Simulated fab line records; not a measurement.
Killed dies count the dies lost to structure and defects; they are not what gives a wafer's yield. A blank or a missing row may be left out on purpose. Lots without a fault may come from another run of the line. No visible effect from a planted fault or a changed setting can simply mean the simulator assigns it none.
fab line records	flow n5_finfet
record lots=9	wafers=25	last_day=17
route steps=1938 shown BEOL_M4@1046 PASSIVATION@1936
lots with no fault: from the same line, run without faults
start_h: hours from the record's opening day to when the first of the lot's shown wafers began	wait_h: hours since the lot's step before	" the same as in the row above	L1.1+2: a row that stands for several wafers	- either no value or no given start	* or withheld: withheld	< > ~ a bound
route shown NAME@n: a module of which the file shows steps, and the number in the route of the first	usual: mean/standard deviation taken from wafers without a fault	same: alike in all rows	chamber/n: place in a boat	sites: the reading at each site	_std_site: how widely they spread, as a standard deviation	_edge_site: mean of outer sites minus mean of inner sites	radius_mm: for every site, how far away it sits from the centre of the wafer	mask NAME#n: copy n	behind: tool/chamber where the wafer was last shaped	hold: reason for holding the lot/hours on hold/outcome of the hold	device: which transistor (n, p or np) failed to switch	end of line: the tests these same wafers got at the end of their route	a step without rows: its recipe alone	killed: at the first sort, the dies lost to defects and structure; wafer yield is something else	map: shows each die of a wafer: x if killed, . if not, _ if none is there
set.NAME: the setting the step ran with; set.NAME@STEP: the setting that earlier step ran with	model.NAME: the simulator's own value behind a step, which no gauge read
steps of the route over a sample of lots; a table a step, a row a wafer
services: from which hour (start_h, from the record's first day; less than 0 if before it) a tool's chamber was out of use, for how many hours, and why
## steps
# step N5_BEOL_M4_CD_MEAS_18
# recipe pitch_nm=36	target_cd_nm=18
# usual cd_nm=18.0/0.38
lot.wafer	tool	chamber	start_h	wait_h	cd_nm
L395.3	cd_sem-03	-	150.95	0.1	18.3
L395.5	"	-	"	"	18.3
L395.6	"	-	"	"	18.0
L396.2	cd_sem-03	-	157.87	0.1	17.7
L396.6	"	-	"	"	17.2
L399.3	cd_sem-03	-	181.97	0.1	18.2
L399.5	"	-	"	"	17.4
L399.6	"	-	"	"	18.1
L403.4	cd_sem-01	-	198.45	0.0	18.4
L403.5	"	-	"	"	18.0
L403.6	"	-	"	"	17.7
L409.1	cd_sem-03	-	250.93	0.0	18.9
L409.4	"	-	"	"	17.7
L409.6	"	-	"	"	18.4
L412.2	cd_sem-03	-	254.23	0.1	17.8
L412.4	"	-	"	"	18.3
L412.6	"	-	"	"	18.0
L415.2	cd_sem-03	-	273.22	0.1	17.9
L415.4	"	-	"	"	18.1
L416.2	cd_sem-02	-	288.64	0.1	18.0
L416.3	"	-	"	"	18.2
L416.4	"	-	"	"	18.3
L417.2	cd_sem-03	-	289.75	0.1	17.6
L417.3	"	-	"	"	18.1
L417.6	"	-	"	"	18.0
# step N5_BEOL_M4_DESCUM_33
# recipe chemistry=O2	time_s=7	source_power_w=50	bias_power_w=20	pressure_mtorr=20	rf_frequency_hz=2.712e+07	temp_c=40	resist=CAR-EUV	o2_flow_sccm=225
# usual chamber_pressure_mTorr=20.000/0.019	drypump_motor_current_A=5.7/0.36	o2_flow_sccm=225.0/0.71	oes_product_au=0.77/0.1	rf_vpp_V=243.0/1.4	showerhead_plenum_p_Torr=2.08/0.072	throttle_valve_pct=20.61/0.23
lot.wafer	tool	chamber	start_h	wait_h	chamber_pressure_mTorr	drypump_motor_current_A	o2_flow_sccm	oes_product_au	rf_hours_counter_h	rf_vpp_V	showerhead_plenum_p_Torr	throttle_valve_pct
L395.3	rie_diel-06	3	151.52	0.0	20.023	5.9	225.1	0.70	236	242.5	2.06	21.00
L395.5	"	2	"	"	19.998	5.3	226.2	0.72	-	241.5	1.99	20.63
L395.6	"	0	"	"	19.985	6.0	224.4	0.65	-	244.1	2.13	20.50
L396.2	rie_diel-06	2	158.44	0.0	20.020	5.3	223.9	0.71	203	243.3	1.99	20.64
L396.6	"	0	"	"	20.003	5.9	225.0	0.66	-	243.9	2.12	20.50
L399.3	rie_diel-06	2	182.41	0.0	20.004	5.3	226.2	0.71	213	241.3	1.99	20.69
L399.5	"	0	"	"	19.986	5.9	223.8	0.65	-	244.2	2.12	20.52
L399.6	"	3	"	"	20.000	5.9	224.0	0.68	-	241.6	2.05	21.03
L403.4	rie_diel-06	2	199.28	0.3	20.005	5.3	224.6	0.71	-	240.6	1.98	20.66
L403.5	"	3	"	"	20.020	5.9	225.7	0.68	-	241.2	2.05	21.04
L403.6	"	1	"	"	19.992	6.1	224.0	0.69	-	244.0	2.14	20.73
L409.1	rie_diel-02	0	251.37	0.0	20.001	5.3	225.3	0.84	70	244.5	2.09	20.53
L409.4	"	2	"	"	19.989	5.0	225.1	0.70	226	241.2	2.07	20.56
L409.6	"	2	"	"	19.975	5.0	225.3	0.70	-	242.1	2.07	20.57
L412.2	rie_diel-06	2	254.79	0.0	19.987	5.3	224.8	0.70	243	240.5	1.98	20.71
L412.4	"	3	"	"	20.012	5.9	224.1	0.95	-	242.8	2.04	20.62
L412.6	"	2	"	"	20.027	5.3	224.7	0.70	-	241.2	1.98	20.71
L415.2	rie_diel-06	2	274.41	0.7	20.019	5.3	226.1	0.69	250	241.5	1.97	20.71
L415.4	"	0	"	"	20.019	5.9	225.6	0.93	21	243.6	2.11	20.15
L416.2	rie_diel-02	2	289.21	0.0	20.003	5.0	224.6	0.70	236	241.1	2.07	20.57
L416.3	"	1	"	"	19.955	5.5	225.0	0.70	242	244.2	2.17	20.88
L416.4	"	3	"	"	20.030	5.8	225.0	0.80	98	245.9	2.22	20.61
L417.2	rie_diel-04	3	290.32	0.0	20.013	5.7	223.5	0.69	241	243.1	2.06	20.77
L417.3	"	1	"	"	20.007	5.4	225.9	0.83	97	242.1	2.10	20.43
L417.6	"	0	"	"	19.961	6.2	224.1	0.74	-	242.3	2.01	20.54
# step N5_BEOL_M4_ETCHBACK_99
# recipe chemistry=CHF3	target=SiO2	target_depth_a=50	time_s=10.4	source_w=215	bias_w=47	Ar_flow_sccm=200	CHF3_flow_sccm=12	ion_energy_ev=100	pressure_mtorr=30
# usual CHF3_flow_sccm=12.00/0.039	bias_w=46.97/0.14	chamber_pressure_mTorr=30.002/0.028	drypump_motor_current_A=5.7/0.38	oes_ar_750_au=0.77/0.088	oes_f_703_au=0.77/0.093	oes_product_au=0.77/0.093	rf_vpp_V=239/3.4	showerhead_plenum_p_Torr=2.14/0.062	throttle_valve_pct=17.29/0.25
lot.wafer	tool	chamber	start_h	wait_h	CHF3_flow_sccm	bias_w	chamber_pressure_mTorr	drypump_motor_current_A	oes_ar_750_au	oes_f_703_au	oes_product_au	rf_hours_counter_h	rf_vpp_V	showerhead_plenum_p_Torr	throttle_valve_pct
L395.3	rie_diel-04	3	154.54	2.8	11.97	47.01	29.984	5.7	0.73	0.72	0.73	190	245	2.15	17.40
L395.5	"	0	"	"	12.05	46.88	29.960	6.1	0.78	0.77	0.79	-	240	2.09	17.09
L395.6	"	1	"	"	12.01	46.94	29.984	5.4	0.89	0.92	0.89	-	242	2.17	16.99
L396.2	rie_diel-06	2	158.98	0.3	12.09	46.88	29.978	5.3	0.74	0.75	0.74	203	238	2.07	17.43
L396.6	"	3	"	"	11.98	46.82	29.993	5.9	0.70	0.69	0.69	-	240	2.13	17.78
L399.3	rie_diel-06	3	183.46	0.3	12.03	46.77	30.081	5.9	0.69	0.68	0.68	251	241	2.13	17.80
L399.5	"	2	"	"	12.03	46.99	29.976	5.2	0.74	0.74	0.72	-	236	2.07	17.46
L399.6	"	0	"	"	12.05	46.77	29.992	6.0	0.68	0.69	0.67	-	236	2.19	17.30
L403.4	rie_diel-06	2	199.63	0.2	12.03	47.03	29.996	5.3	0.73	0.73	0.71	-	238	2.07	17.47
L403.5	"	3	"	"	11.96	47.20	30.000	5.9	0.68	0.67	0.68	-	240	2.13	17.81
L403.6	"	1	"	"	12.07	47.25	29.983	6.1	0.71	0.72	0.68	-	240	2.22	17.48
L409.1	rie_diel-06	3	252.35	0.1	-	-	-	-	-	-	-	-	-	-	-
L409.4	"	0	"	"	-	-	-	-	-	-	-	-	-	-	-
L409.6	"	2	"	"	-	-	-	-	-	-	-	-	-	-	-
L412.2	rie_diel-04	2	257.30	1.9	-	-	-	-	-	-	-	-	-	-	-
L412.4	"	0	"	"	-	-	-	-	-	-	-	-	-	-	-
L412.6	"	0	"	"	-	-	-	-	-	-	-	-	-	-	-
L415.2	rie_diel-04	0	276.12	0.3	11.95	46.96	29.992	6.2	0.74	0.72	0.74	141	241	2.08	17.18
L415.4	"	1	"	"	12.02	47.12	30.061	5.4	0.84	0.85	0.84	92	242	2.16	17.09
L416.2	rie_diel-04	0	290.81	1.3	12.00	46.98	30.035	6.2	0.74	0.72	0.75	147	241	2.08	17.18
L416.3	"	2	"	"	12.00	47.18	29.970	6.4	0.69	0.69	0.69	224	241	2.04	17.12
L416.4	"	1	"	"	11.99	46.91	30.004	5.4	0.83	0.85	0.83	98	242	2.16	17.10
L417.2	rie_diel-04	1	293.19	2.7	12.00	47.09	30.013	5.4	0.83	0.86	0.83	98	242	2.16	17.09
L417.3	"	2	"	"	12.02	47.17	30.053	6.3	0.69	0.69	0.69	224	239	2.04	17.12
L417.6	"	1	"	"	11.99	47.06	30.014	5.4	0.83	0.85	0.83	-	243	2.16	17.11
# step N5_BEOL_M4_STRIP_36
# recipe chemistry=N2/H2	power_w=450	temp_c=40	pressure_mtorr=20	rf_frequency_hz=6e+07	overash_fraction=0.3	bias_power_w=7	h2_frac=0.5	n2_flow_sccm=200	h2_flow_sccm=200
# usual chamber_pressure_mTorr=20.00/0.033	drypump_motor_current_A=5.7/0.38	n2_flow_sccm=200.1/0.69	oes_product_au=0.77/0.092	rf_vpp_V=59.0/1.4	showerhead_plenum_p_Torr=2.51/0.08	throttle_valve_pct=23.75/0.21
lot.wafer	tool	chamber	start_h	wait_h	chamber_pressure_mTorr	drypump_motor_current_A	n2_flow_sccm	oes_product_au	rf_hours_counter_h	rf_vpp_V	showerhead_plenum_p_Torr	throttle_valve_pct
L395.3	rie_diel-04	3	154.74	0.0	19.95	5.6	199.5	0.72	190	57.0	2.52	23.88
L395.5	"	0	"	"	20.04	6.1	200.6	0.79	-	59.9	2.44	23.37
L395.6	"	1	"	"	19.83	5.4	200.2	0.90	-	60.5	2.58	23.71
L396.2	rie_diel-06	2	159.18	0.0	19.98	5.3	201.0	0.72	203	60.0	2.41	23.84
L396.6	"	3	"	"	20.04	5.9	200.6	0.69	-	60.6	2.50	24.10
L399.3	rie_diel-06	3	183.67	0.0	20.00	5.9	200.0	0.68	252	59.9	2.50	24.11
L399.5	"	2	"	"	20.02	5.3	200.9	0.71	-	60.2	2.41	23.85
L399.6	"	0	"	"	19.95	6.0	199.8	0.65	-	61.4	2.57	23.72
L403.4	rie_diel-06	2	199.83	0.0	20.01	5.3	200.4	0.70	-	57.5	2.40	23.86
L403.5	"	3	"	"	20.02	5.9	201.0	0.69	-	57.7	2.49	24.15
L403.6	"	1	"	"	20.01	6.1	201.0	0.70	-	58.1	2.59	23.79
L409.1	rie_diel-06	3	252.56	0.0	20.01	6.0	200.6	0.95	8	59.9	2.49	23.74
L409.4	"	0	"	"	20.00	6.0	199.4	0.96	-	57.9	2.56	23.39
L409.6	"	2	"	"	19.94	5.4	199.8	0.69	-	58.2	2.39	23.90
L412.2	rie_diel-04	2	257.51	0.0	20.06	6.4	201.0	0.71	214	57.9	2.42	23.58
L412.4	"	0	"	"	19.99	6.1	198.8	0.76	134	61.1	2.43	23.43
L412.6	"	0	"	"	19.98	6.1	199.7	0.76	-	58.7	2.43	23.44
L415.2	rie_diel-04	0	276.32	0.0	20.01	6.2	200.1	0.76	141	59.8	2.42	23.43
L415.4	"	1	"	"	19.99	5.4	199.0	0.84	93	57.7	2.56	23.78
L416.2	rie_diel-04	0	291.02	0.0	20.00	6.2	200.3	0.76	147	56.1	2.42	23.46
L416.3	"	2	"	"	20.00	6.4	198.4	0.70	224	58.9	2.42	23.63
L416.4	"	1	"	"	19.97	5.4	200.9	0.82	98	57.8	2.56	23.83
L417.2	rie_diel-04	1	293.39	0.0	19.97	5.4	199.3	0.82	98	59.3	2.56	23.81
L417.3	"	2	"	"	20.02	6.4	199.6	0.69	224	58.8	2.42	23.59
L417.6	"	1	"	"	19.96	5.4	199.0	0.83	-	59.5	2.56	23.79
# step N5_BEOL_M4_RC_MEAS_101
# usual DIBL_N=36.3/1.6	DIBL_P=36.2/2.1	IOFF_N=0.16/0.031	IOFF_P=0.21/0.034	ION_N=673/11	ION_P=461/7.4	SS_N=71.6/0.55	SS_P=73.3/0.66	VT_N=251/3.2	VT_P=-251/3.5
lot.wafer	tool	chamber	start_h	wait_h	DIBL_N[mV/V]	DIBL_P[mV/V]	IOFF_N[nA/um]	IOFF_P[nA/um]	ION_N[uA/um]	ION_P[uA/um]	SS_N[mV/dec]	SS_P[mV/dec]	VT_N[mV]	VT_P[mV]
L395.3	prober-02	0	159.98	0.3	36.3	36.0	0.14	0.21	683	471	71.0	73.8	254	-254
L395.5	"	0	"	"	36.8	36.5	0.14	0.21	665	462	71.5	73.4	253	-253
L395.6	"	0	"	"	38.4	37.9	0.17	0.25	676	464	71.2	74.0	250	-251
L396.2	prober-02	0	163.25	0.2	33.4	33.4	0.12	0.15	664	452	70.8	72.9	258	-254
L396.6	"	0	"	"	35.0	36.1	0.15	0.20	661	453	71.6	73.3	249	-251
L399.3	prober-01	0	188.45	0.3	34.0	34.1	0.12	0.20	665	465	70.5	73.1	253	-249
L399.5	"	0	"	"	35.5	35.7	0.15	0.21	666	461	70.8	73.2	251	-247
L399.6	"	0	"	"	32.7	32.4	0.11	0.18	669	468	70.6	72.9	256	-252
L403.4	prober-02	0	206.67	0.5	34.8	35.7	0.14	0.18	652	452	70.9	72.8	247	-252
L403.5	"	0	"	"	36.3	37.0	0.16	0.19	679	461	71.2	73.4	250	-254
L403.6	"	0	"	"	37.1	38.3	0.18	0.22	665	455	71.7	74.2	246	-250
L415.2	prober-01	0	281.13	0.2	36.8	35.2	0.15	0.19	667	454	71.3	73.0	253	-254
L415.4	"	0	"	"	38.1	37.4	0.17	0.21	689	464	71.6	74.0	246	-253
L416.2	prober-01	0	295.65	0.2	34.2	32.7	0.10	0.14	656	455	70.4	71.8	257	-254
L416.3	"	0	"	"	37.2	37.0	0.15	0.19	667	456	71.2	72.6	251	-253
L416.4	"	0	"	"	36.9	36.4	0.14	0.19	666	463	71.6	72.9	252	-255
L417.2	prober-01	0	298.01	0.2	37.9	38.5	0.19	0.23	687	466	71.7	74.6	248	-249
L417.3	"	0	"	"	39.1	41.1	0.23	0.28	697	472	73.3	74.0	245	-248
L417.6	"	0	"	"	39.1	41.7	0.25	0.29	708	478	72.5	74.3	243	-248
# step N5_PASSIVATION_PROBE_49
# usual defect_limited_yield=91.5/1.5	killed_at_M0_to_M3=32/9.4	killed_at_M4_up=12/5.1	killed_at_contacts=11/7.4	killed_at_front_end=41/11	killed_at_other=3.4/2.5	killed_dies=100/17	killed_on_rim=13/4.4	killed_open=65/14	killed_short=33/7	sort_bin_5_function=4.9/0.96	sort_bin_6_memory=3.1/0.7	sort_n_pass=1080/17	sort_yield_pct=91.5/1.5
# same gross_dies=1180	killed_at_back_side=0	sort_bin_4_leakage[%]=0	sort_bin_8_speed[%]=0
lot.wafer	tool	chamber	start_h	wait_h	defect_limited_yield[%]	killed_at_M0_to_M3	killed_at_M4_up	killed_at_contacts	killed_at_front_end	killed_at_other	killed_dies	killed_on_rim	killed_open	killed_short	sort_bin_5_function[%]	sort_bin_6_memory[%]	sort_n_pass	sort_yield_pct[%]
L396.2	prober-01	-	255.74	0.1	93.4	26	13	9	27	3	78	6	48	28	3.6	2.8	1102	93.4
L396.6	prober-01	-	255.94	0.3	92.1	35	6	10	37	5	93	12	64	29	4.7	3.0	1087	92.1
L399.3	prober-01	-	285.71	0.1	88.2	27	12	42	54	4	139	25	102	37	7.2	3.9	1041	88.2
L399.5	prober-01	-	285.81	0.2	90.5	33	17	21	33	8	112	14	91	20	5.5	3.7	1068	90.5
L399.6	prober-01	-	285.86	0.3	89.2	38	17	34	31	7	127	14	83	44	5.8	4.5	1053	89.2
L403.4	prober-02	-	300.84	0.2	91.9	29	10	10	43	4	96	14	62	31	4.9	2.8	1084	91.9
L403.5	prober-02	-	300.89	0.2	92.5	19	10	12	45	3	89	16	50	38	4.5	2.6	1091	92.5
L403.6	prober-02	-	300.94	0.3	93.3	23	4	6	42	4	79	9	49	30	3.9	2.4	1101	93.3
L409.1	prober-02	-	349.82	0.0	0	35	1076	18	51	0	1180	152	75	34	96.4	3.1	0	0
L409.4	prober-02	-	349.97	0.2	0	43	1081	9	41	6	1180	152	59	48	96.0	3.4	0	0
L409.6	prober-02	-	350.07	0.3	0	38	1085	21	34	2	1180	152	87	23	96.5	3.1	0	0
L412.2	prober-01	-	351.85	0.1	0	25	1086	16	48	5	1180	152	73	26	95.4	4.3	0	0
L412.4	prober-01	-	351.95	0.2	0	33	1086	19	41	1	1180	152	68	37	95.9	3.6	0	0
L412.6	prober-01	-	352.05	0.3	0	32	1085	16	43	4	1180	152	66	35	96.4	3.1	0	0
# killed by level:class
L396.2 BEOL_M2:geometric_particle:open=8 DUMMY_GATE:geometric_particle:open=5 MOL_CONTACT_COAG:geometric_particle:open=5 BEOL_M1:geometric_particle:open=5 STI_FIN_REVEAL:geometric_particle:open=4 MOL_CONTACT_COAG:geometric_particle:short=4 BEOL_M4:geometric_particle:open=4 FIN_SAQP:geometric_particle:short=3
L396.6 BEOL_M2:geometric_particle:open=15 MOL_CONTACT_COAG:geometric_particle:open=9 DUMMY_GATE:geometric_particle:open=7 BEOL_M0_SAQP:geometric_particle:short=7 BEOL_M1:geometric_particle:open=7 ILD0:geometric_particle:short=6 STARTING-WAFER:geometric_particle:open=6 STI_FIN_REVEAL:geometric_particle:open=4
L399.3 MOL_CONTACT_COAG:geometric_particle:open=31 STI_FIN_REVEAL:geometric_particle:open=13 MOL_CONTACT_COAG:geometric_particle:short=11 DUMMY_GATE:geometric_particle:open=9 GATE_CUT:geometric_particle:short=7 FIN_SAQP:geometric_particle:open=6 BEOL_M3:geometric_particle:open=6 GATE_CUT:geometric_particle:open=5
L399.5 MOL_CONTACT_COAG:geometric_particle:open=21 STI_FIN_REVEAL:geometric_particle:open=17 BEOL_M3:geometric_particle:open=11 BEOL_M4:geometric_particle:open=10 BEOL_M0_SAQP:geometric_particle:short=6 BEOL_M0_SAQP:geometric_particle:open=6 BEOL_M2:geometric_particle:open=6 BEOL_M4:geometric_particle:short=4
L399.6 MOL_CONTACT_COAG:geometric_particle:open=21 MOL_CONTACT_COAG:geometric_particle:short=13 BEOL_M0_SAQP:geometric_particle:short=12 BEOL_M2:geometric_particle:open=11 BEOL_M0_SAQP:geometric_particle:open=8 STI_FIN_REVEAL:geometric_particle:open=7 BEOL_M4:geometric_particle:open=6 STARTING-WAFER:geometric_particle:short=6
L403.4 BEOL_M0_SAQP:geometric_particle:open=10 ILD0:geometric_particle:open=9 BEOL_M0_SAQP:geometric_particle:short=9 MOL_CONTACT_COAG:geometric_particle:open=8 DUMMY_GATE:geometric_particle:open=7 ILD0:geometric_particle:short=6 STARTING-WAFER:geometric_particle:open=5 STI_FIN_REVEAL:geometric_particle:short=3
L403.5 DUMMY_GATE:geometric_particle:open=10 MOL_CONTACT_COAG:geometric_particle:open=10 FIN_SAQP:geometric_particle:short=8 FIN_SAQP:geometric_particle:open=6 BEOL_M0_SAQP:geometric_particle:open=6 BEOL_M0_SAQP:geometric_particle:short=6 ILD0:geometric_particle:short=4 GATE_CUT:geometric_particle:short=3
L403.6 FIN_SAQP:geometric_particle:open=8 DUMMY_GATE:geometric_particle:open=8 GATE_CUT:geometric_particle:short=7 MOL_CONTACT_COAG:geometric_particle:open=5 BEOL_M1:geometric_particle:open=5 STI_FIN_REVEAL:geometric_particle:open=4 BEOL_M0_SAQP:geometric_particle:short=4 BEOL_M0_SAQP:geometric_particle:open=4
L409.1 BEOL_M4:area_etchback=1069 FIN_SAQP:geometric_particle:open=17 MOL_CONTACT_COAG:geometric_particle:open=14 BEOL_M1:geometric_particle:open=12 FIN_SAQP:geometric_particle:short=9 GATE_CUT:geometric_particle:short=6 BEOL_M3:geometric_particle:open=6 BEOL_M2:geometric_particle:open=5
L409.4 BEOL_M4:area_etchback=1073 FIN_SAQP:geometric_particle:short=17 BEOL_M0_SAQP:geometric_particle:open=12 FIN_SAQP:geometric_particle:open=11 BEOL_M0_SAQP:geometric_particle:short=8 BEOL_M3:geometric_particle:open=8 MOL_CONTACT_COAG:geometric_particle:open=6 BEOL_M1:geometric_particle:open=4
L409.6 BEOL_M4:area_etchback=1070 MOL_CONTACT_COAG:geometric_particle:open=17 FIN_SAQP:geometric_particle:open=10 BEOL_M0_SAQP:geometric_particle:open=9 BEOL_M2:geometric_particle:open=8 FIN_SAQP:geometric_particle:short=7 BEOL_M3:geometric_particle:open=7 BEOL_M5:geometric_particle:open=6
L412.2 BEOL_M4:area_etchback=1080 FIN_SAQP:geometric_particle:open=15 MOL_CONTACT_COAG:geometric_particle:open=13 BEOL_M3:geometric_particle:open=12 FIN_SAQP:geometric_particle:short=8 STI_FIN_REVEAL:geometric_particle:open=6 BEOL_M2:geometric_particle:open=5 GATE_CUT:geometric_particle:open=4
L412.4 BEOL_M4:area_etchback=1075 MOL_CONTACT_COAG:geometric_particle:open=14 FIN_SAQP:geometric_particle:short=11 BEOL_M2:geometric_particle:open=8 STI_FIN_REVEAL:geometric_particle:open=7 BEOL_M3:geometric_particle:open=7 MOL_CONTACT_COAG:geometric_particle:short=5 BEOL_M0_SAQP:geometric_particle:short=5
L412.6 BEOL_M4:area_etchback=1078 STI_FIN_REVEAL:geometric_particle:open=20 MOL_CONTACT_COAG:geometric_particle:open=11 BEOL_M0_SAQP:geometric_particle:short=10 BEOL_M0_SAQP:geometric_particle:open=8 GATE_CUT:geometric_particle:short=5 MOL_CONTACT_COAG:geometric_particle:short=5 BEOL_M3:geometric_particle:open=5
## services
tool	chamber	start_h	hours	kind
rie_diel-02	1	162.23	15.8	repair
rie_diel-02	-	192.75	0.2	repair
rie_diel-06	0	198.38	-	clean
rie_diel-06	0	198.38	-	consumable_replace:focus_ring
rie_diel-06	0	198.38	20.0	scheduled_down
rie_diel-06	0	198.38	20.0	vent_cycle
rie_diel-04	0	208.52	8.1	repair
rie_diel-06	3	218.47	-	clean
rie_diel-06	3	218.47	-	consumable_replace:focus_ring
rie_diel-06	3	218.47	14.5	scheduled_down
rie_diel-06	3	218.47	14.5	vent_cycle
rie_diel-06	-	224.00	4.3	pm
rie_diel-06	1	232.93	-	clean
rie_diel-06	1	232.93	-	consumable_replace:focus_ring
rie_diel-06	1	232.93	23.5	scheduled_down
rie_diel-06	1	232.93	23.5	vent_cycle
rie_diel-02	2	266.21	11.0	repair
rie_diel-06	2	275.51	-	clean
rie_diel-06	2	275.51	-	consumable_replace:focus_ring
rie_diel-06	2	275.51	-	consumable_replace:showerhead
rie_diel-06	2	275.51	16.2	scheduled_down
rie_diel-06	2	275.51	16.2	vent_cycle
rie_diel-04	-	279.19	1.3	repair
rie_diel-04	2	280.55	4.1	repair
## key
first_sign step=N5_BEOL_M4_ETCHBACK_99	reading=tool_record	direction=missing
effect step=N5_PASSIVATION_PROBE_49	reading=killed_at_M4_up	direction=up	sigmas=99+	usual=12	struck=1083
more_kills_born_at N5_BEOL_M4_ETCHBACK_99@rie_diel-04=3233	N5_BEOL_M4_ETCHBACK_99@rie_diel-06=3212
met_at N5_BEOL_M4_ETCHBACK_99
struck_lots L409,L412
later_rows_left_out L409.1,L409.4,L409.6,L412.2,L412.4,L412.6
not_acting_at N5_BEOL_M4_CD_MEAS_18,N5_BEOL_M4_DESCUM_33,N5_BEOL_M4_STRIP_36
onset_between 199.63 252.35
fault kind=skipped_step_whole	tool=rie_diel-04,rie_diel-06	chamber=-	onset_h=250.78	steps=N5_BEOL_M4_ETCHBACK_99	scope=struck_lots_only
# later_rows_left_out: the simulator's readings of these wafers behind a module that went badly wrong aren't trusted and aren't shown, but for the sort
